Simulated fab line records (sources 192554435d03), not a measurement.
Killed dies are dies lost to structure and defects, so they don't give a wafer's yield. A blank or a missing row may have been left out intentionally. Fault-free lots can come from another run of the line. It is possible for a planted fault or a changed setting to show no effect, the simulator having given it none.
Chamber matching :: flow n5-finfet :: 3 sister chambers for N5_BEOL_M8_DEP_56 on pecvd-01
The step deposits SiCN from 3MS/NH3, target thk 10 nm, time 17.5 s. 14 wafers are shown with their chamber, then 7 later ones without.

WAFERS, EACH WITH ITS CHAMBER
wafer: L080.2
chamber: 2
showerhead-vpp-V (V): 979
throttle-valve-pct (%): 8.7
showerhead-plenum-p-Torr (Torr): 3.647

wafer: L080.4
chamber: 2
showerhead-vpp-V (V): 971
throttle-valve-pct (%): 8.6
showerhead-plenum-p-Torr (Torr): 3.640

wafer: L080.6
chamber: 0
showerhead-vpp-V (V): 862
throttle-valve-pct (%): 9.4
showerhead-plenum-p-Torr (Torr): 3.666

wafer: L083.1
chamber: 0
showerhead-vpp-V (V): 867
throttle-valve-pct (%): 9.8
showerhead-plenum-p-Torr (Torr): 3.657

wafer: L083.2
chamber: 1
showerhead-vpp-V (V): 883
throttle-valve-pct (%): 8.5
showerhead-plenum-p-Torr (Torr): 3.634

wafer: L083.6
chamber: 1
showerhead-vpp-V (V): 865
throttle-valve-pct (%): 8.7
showerhead-plenum-p-Torr (Torr): 3.636

wafer: L088.3
chamber: 1
showerhead-vpp-V (V): 871
throttle-valve-pct (%): 8.5
showerhead-plenum-p-Torr (Torr): 3.634

wafer: L088.5
chamber: 1
showerhead-vpp-V (V): 864
throttle-valve-pct (%): 8.4
showerhead-plenum-p-Torr (Torr): 3.642

wafer: L088.6
chamber: 0
showerhead-vpp-V (V): 847
throttle-valve-pct (%): 9.6
showerhead-plenum-p-Torr (Torr): 3.671

wafer: L089.1
chamber: 0
showerhead-vpp-V (V): 871
throttle-valve-pct (%): 9.4
showerhead-plenum-p-Torr (Torr): 3.663

wafer: L089.3
chamber: 1
showerhead-vpp-V (V): 860
throttle-valve-pct (%): 8.4
showerhead-plenum-p-Torr (Torr): 3.639

wafer: L089.4
chamber: 2
showerhead-vpp-V (V): 976
throttle-valve-pct (%): 8.9
showerhead-plenum-p-Torr (Torr): 3.641

wafer: L090.1
chamber: 1
showerhead-vpp-V (V): 868
throttle-valve-pct (%): 8.6
showerhead-plenum-p-Torr (Torr): 3.631

wafer: L090.2
chamber: 2
showerhead-vpp-V (V): 980
throttle-valve-pct (%): 8.9
showerhead-plenum-p-Torr (Torr): 3.652

SIGNATURES (means of the wafers above)
reading: showerhead-vpp-V
chamber 0: 861.75
chamber 1: 868.50
chamber 2: 976.50
scatter within a chamber: 7.98

reading: throttle-valve-pct
chamber 0: 9.550
chamber 1: 8.517
chamber 2: 8.775
scatter within a chamber: 0.149

reading: showerhead-plenum-p-Torr
chamber 0: 3.66425
chamber 1: 3.63600
chamber 2: 3.64500
scatter within a chamber: 0.005
Rule: a wafer lies at a distance from a chamber equal to the root of the sum of squares, over the readings, of (its reading less the chamber's mean, divided by the reading's scatter). The wafer belongs to the nearest chamber; if the next one is less than 2 further off, it can't be placed. How the scatter is found: for the shown wafers, subtract from each reading the mean of its chamber, square and add these, divide the total by (wafers less chambers), then take the root.

WAFERS MISSING THEIR CHAMBER
wafer: L090.6
showerhead-vpp-V (V): 868
throttle-valve-pct (%): 8.8
showerhead-plenum-p-Torr (Torr): 3.638

wafer: L092.1
showerhead-vpp-V (V): 994
throttle-valve-pct (%): 9.0
showerhead-plenum-p-Torr (Torr): 3.654

wafer: L092.3
showerhead-vpp-V (V): 876
throttle-valve-pct (%): 8.8
showerhead-plenum-p-Torr (Torr): 3.642

wafer: L092.6
showerhead-vpp-V (V): 864
throttle-valve-pct (%): 9.6
showerhead-plenum-p-Torr (Torr): 3.665

wafer: L093.3
showerhead-vpp-V (V): 862
throttle-valve-pct (%): 8.7
showerhead-plenum-p-Torr (Torr): 3.640

wafer: L093.5
showerhead-vpp-V (V): 865
throttle-valve-pct (%): 9.8
showerhead-plenum-p-Torr (Torr): 3.672

wafer: L093.6
showerhead-vpp-V (V): 865
throttle-valve-pct (%): 8.6
showerhead-plenum-p-Torr (Torr): 3.645

THE CHAMBER EACH PASSED THROUGH
wafer: L090.6
from the rows above: 1
in truth: 1

wafer: L092.1
from the rows above: 2
in truth: 2

wafer: L092.3
from the rows above: 1
in truth: 1

wafer: L092.6
from the rows above: 0
in truth: 0

wafer: L093.3
from the rows above: 1
in truth: 1

wafer: L093.5
from the rows above: 0
in truth: 0

wafer: L093.6
from the rows above: 1
in truth: 1
7 of 7 placed correctly. Not placeable from these rows: 0. Number placed wrongly: 0.
